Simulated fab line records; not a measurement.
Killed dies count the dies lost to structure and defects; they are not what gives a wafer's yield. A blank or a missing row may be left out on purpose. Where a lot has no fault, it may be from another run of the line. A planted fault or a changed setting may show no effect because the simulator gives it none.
Chamber matching    flow n5-finfet    4 sister chambers for N5_MOL_CONTACT_COAG_DESCUM_88 on rie-diel-03
The step chemistry O2, time 7 s. 16 wafers are shown with their chamber, then 8 later ones without.

WAFERS WITH THEIR CHAMBER
wafer   chamber  showerhead-plenum-p-Torr (Torr)  drypump-motor-current-A (A)  oes-product-au (a.u.)
L078.2  2        2.07                             6.1                          0.71
L078.3  3        2.25                             5.9                          0.89
L078.6  3        2.25                             5.9                          0.89
L080.2  2        2.07                             6.1                          0.72
L080.3  3        2.25                             5.9                          0.88
L080.6  0        2.00                             5.6                          0.79
L083.1  0        2.00                             5.6                          0.78
L083.2  2        2.07                             6.1                          0.71
L083.6  2        2.07                             6.1                          0.71
L085.1  3        2.24                             5.9                          0.87
L085.2  0        1.99                             5.6                          0.77
L085.3  1        2.16                             5.3                          0.71
L089.1  3        2.24                             5.9                          0.85
L089.2  0        1.99                             5.5                          0.77
L089.6  1        2.16                             5.3                          0.70
L090.3  0        1.99                             5.5                          0.76

SIGNATURES (means of the wafers above)
reading                   chamber 0  chamber 1  chamber 2  chamber 3  scatter within a chamber
showerhead-plenum-p-Torr  1.9940     2.1600     2.0700     2.2460     0.00447
drypump-motor-current-A   5.560      5.300      6.100      5.900      0.0316
oes-product-au            0.7740     0.7050     0.7125     0.8760     0.0121
Rule: for a wafer and a chamber, the distance is found by dividing, reading by reading, the gap between the wafer's reading and the chamber's mean by the reading's scatter, squaring, summing and taking the root. The wafer belongs to the nearest chamber; if the next one is less than 2 further off, it can't be placed. The scatter is the square root of a quotient: the sum, over the shown wafers, of each reading's squared deviation from its chamber's mean, divided by wafers minus chambers.

WAFERS WITHOUT THEIR CHAMBER
wafer   showerhead-plenum-p-Torr (Torr)  drypump-motor-current-A (A)  oes-product-au (a.u.)
L090.4  2.16                             5.3                          0.70
L090.5  2.16                             5.3                          0.70
L091.2  1.99                             5.5                          0.77
L091.3  2.24                             5.9                          0.86
L091.6  2.24                             5.9                          0.86
L094.1  2.06                             6.1                          0.68
L094.2  2.16                             5.3                          0.69
L094.4  1.99                             5.5                          0.77

WHICH CHAMBER EACH WENT THROUGH
wafer   from the rows above  in truth
L090.4  1                    1
L090.5  1                    1
L091.2  0                    0
L091.3  3                    3
L091.6  3                    3
L094.1  2                    2
L094.2  1                    1
L094.4  0                    0
8 of 8 placed correctly. Number that these rows cannot place: 0. Placed wrongly: 0.
